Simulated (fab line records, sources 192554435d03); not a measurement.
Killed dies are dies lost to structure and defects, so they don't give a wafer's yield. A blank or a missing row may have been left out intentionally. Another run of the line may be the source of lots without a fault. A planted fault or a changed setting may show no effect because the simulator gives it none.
A lot that was struck, set against a sound lot :: flow n5 finfet :: 16 out of 1938 route steps
Sound: wafers L406.2, L406.3, L406.5. Struck: wafer L422.3. (L422.2, L422.5 of the same lot were not struck and are left out.) The cause comes at the end.
Order at every step that has rows: each side's tool, ch and its chambers, its first start. Under that, the readings that differ: sound wafers :: struck wafers :: difference of the means :: sigmas: that difference in standard deviations of wafers without a fault.
alike: readings whose means differ by less than 2 such deviations, and words and numbers that are the same on both sides. not compared: withheld readings, readings that some wafer has no value for, bounds like >300 that may hide the same value, and numbers for which the record gives no deviation and whose values overlap.
A row with sigmas, a row that says differs or no value, or rows on one side alone: a step with any of these is where the two part. Numbers that have no deviation but don't overlap get no sigmas and don't part them. A reading missing from all wafers of one side parts the sides only when that side holds two or more wafers.

first, 8 steps without rows for these wafers: N5_SD_EPI_N_COAT_32 (time 60 s, resist thk 350 nm); N5_SD_EPI_N_COAT_33 (time 60 s, resist thk 35 nm); N5_SD_EPI_N_COAT_03 (resist thk 150 nm); N5_SD_EPI_N_EBR_05; N5_SD_EPI_N_SOFTBAKE_04 (time 60 s); N5_SD_EPI_N_EXPOSE_06 (exposes mask SD N BLK, target cd 120 nm); N5_SD_EPI_N_PEB_07 (peb time 60 s); N5_SD_EPI_N_DEVELOP_08 (develop time 30 s).
N5_SD_EPI_N_CD_MEAS_09: the cd target is 120 nm.
  sound on cd sem-01 ch 0, day 3 13:46; struck on cd sem-02 ch 0, day 7 13:46
  alike: cd nm
N5_SD_EPI_N_OVL_MEAS_10:
  sound on overlay-02 ch 0, day 3 13:48; struck on overlay-01 ch 0, day 7 13:48
  alike: SD_N_BLK_OVL
N5_SD_EPI_N_INSPECT_11: inspects for defects (macro).
  sound: defect inspect-01 at day 3 13:49; struck: defect inspect-01 at day 7 13:49
  alike: raw defect count
N5_SD_EPI_N_DESCUM_14: chemistry O2, time 7.9 s.
  sound on rie diel-04 ch 1,3, day 3 13:52; struck on rie diel-05 ch 1, day 7 13:52
reading: showerhead plenum p Torr (Torr)
sound: 2.12 2.19 2.19
struck: 2.04
difference: -0.13
sigmas: -2
  alike: drypump motor current A, oes product au, rf vpp V, throttle valve pct
  not compared: rf hours counter h
N5_SD_EPI_N_ETCH_34: etches SiARC in CF4, target depth 45.5 nm, time 75.8 s.
  sound on rie diel-04 ch 1,3, day 3 13:53; struck on rie diel-05 ch 1, day 7 13:53
reading: etch rf on time s (s)
sound: 74.0 74.4 74.0
struck: 117.8
difference: +43.7
sigmas: +20

reading: rf vpp V (V)
sound: 184.8 184.8 185.2
struck: 182.0
difference: -2.9
sigmas: -3
  alike: drypump motor current A, oes product au, showerhead plenum p Torr, throttle valve pct
  not compared: rf hours counter h
N5_SD_EPI_N_ETCH_35: etches SOC in N2/H2, overetch 108 nm, time 486 s.
  sound on rie diel-04 ch 1,3, day 3 13:57; struck on rie diel-05 ch 1, day 7 13:57
  alike: drypump motor current A, h2 flow sccm, n2 flow sccm, oes product au, rf vpp V, showerhead plenum p Torr, throttle valve pct
  not compared: rf hours counter h
-- here the record skips 8 days between the struck wafers' starts before and after, leaving off in module SD_EPI_N and picking up in module BEOL_M4 (first step shown: number 1111 of the route) --
N5_BEOL_M4_RC_MEAS_101:
  sound on prober-02 ch 0, day 11 05:27; struck on prober-01 ch 0, day 15 15:56
reading: DIBL_N (mV/V)
sound: 35.9 38.3 39.2
struck: 32.0
difference: -5.8
sigmas: -2

reading: VT_N (mV)
sound: 248 243 244
struck: 256
difference: +11
sigmas: +3

reading: VT_P (mV)
sound: -247 -246 -244
struck: -254
difference: -8
sigmas: -2
  alike: DIBL_P, IOFF_N, IOFF_P, ION_N, ION_P, SS_N, SS_P
then, 1 step without rows for these wafers: N5_PASSIVATION_PROBE_49.

WHERE THEY PART
At N5_SD_EPI_N_DESCUM_14 first; at N5_BEOL_M4_RC_MEAS_101 last (within this record only).

WHY: whatever the simulator had introduced
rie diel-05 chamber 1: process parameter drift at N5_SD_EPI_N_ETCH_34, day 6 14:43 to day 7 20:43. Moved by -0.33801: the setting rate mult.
